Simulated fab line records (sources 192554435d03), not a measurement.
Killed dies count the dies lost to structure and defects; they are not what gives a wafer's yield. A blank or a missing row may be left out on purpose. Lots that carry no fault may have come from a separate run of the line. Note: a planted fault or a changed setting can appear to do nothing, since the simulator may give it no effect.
Chamber matching || flow n5-finfet || 3 sister chambers for N5_BEOL_M5_CO_CAP_78 on cvd-co-01
The step material Co, precursor CCTBA/H2, target thk 2 nm, time 102.1 s. 6 wafers are shown with their chamber, then 7 later ones without.

## WAFERS PAIRED WITH THEIR CHAMBERS
{"wafer": "L116.2", "chamber": 1, "heater-power-outer-w (W)": 120, "heater-power-w (W)": 241}
{"wafer": "L119.1", "chamber": 2, "heater-power-outer-w (W)": 116, "heater-power-w (W)": 208}
{"wafer": "L119.4", "chamber": 2, "heater-power-outer-w (W)": 116, "heater-power-w (W)": 215}
{"wafer": "L119.5", "chamber": 0, "heater-power-outer-w (W)": 140, "heater-power-w (W)": 252}
{"wafer": "L121.1", "chamber": 1, "heater-power-outer-w (W)": 122, "heater-power-w (W)": 233}
{"wafer": "L121.2", "chamber": 0, "heater-power-outer-w (W)": 138, "heater-power-w (W)": 245}

## WAFERS MISSING THEIR CHAMBER
{"wafer": "L121.6", "heater-power-outer-w (W)": 122, "heater-power-w (W)": 237}
{"wafer": "L128.1", "heater-power-outer-w (W)": 139, "heater-power-w (W)": 254}
{"wafer": "L128.2", "heater-power-outer-w (W)": 117, "heater-power-w (W)": 207}
{"wafer": "L128.3", "heater-power-outer-w (W)": 120, "heater-power-w (W)": 237}
{"wafer": "L134.2", "heater-power-outer-w (W)": 115, "heater-power-w (W)": 206}
{"wafer": "L134.3", "heater-power-outer-w (W)": 141, "heater-power-w (W)": 254}
{"wafer": "L134.4", "heater-power-outer-w (W)": 116, "heater-power-w (W)": 205}

## THE CHAMBER EACH PASSED THROUGH
{"wafer": "L121.6", "from the rows above": 1, "in truth": 1}
{"wafer": "L128.1", "from the rows above": 0, "in truth": 0}
{"wafer": "L128.2", "from the rows above": 2, "in truth": 2}
{"wafer": "L128.3", "from the rows above": 1, "in truth": 1}
{"wafer": "L134.2", "from the rows above": 2, "in truth": 2}
{"wafer": "L134.3", "from the rows above": 0, "in truth": 0}
{"wafer": "L134.4", "from the rows above": 2, "in truth": 2}
Correct placement for 7 of the 7. Left unplaced by these rows: 0. 0 placed wrongly.
How it was worked out, from the rows above alone: a wafer's distance from a chamber is the root of the sum, over the readings, of the square of ((its reading less the chamber's mean) divided by the reading's scatter). The wafer belongs to the nearest chamber; if the next one is less than 2 further off, it can't be placed. For every chamber, the mean is computed from those of its wafers that are shown. How the scatter is found: for the shown wafers, subtract from each reading the mean of its chamber, square and add these, divide the total by (wafers less chambers), then take the root.
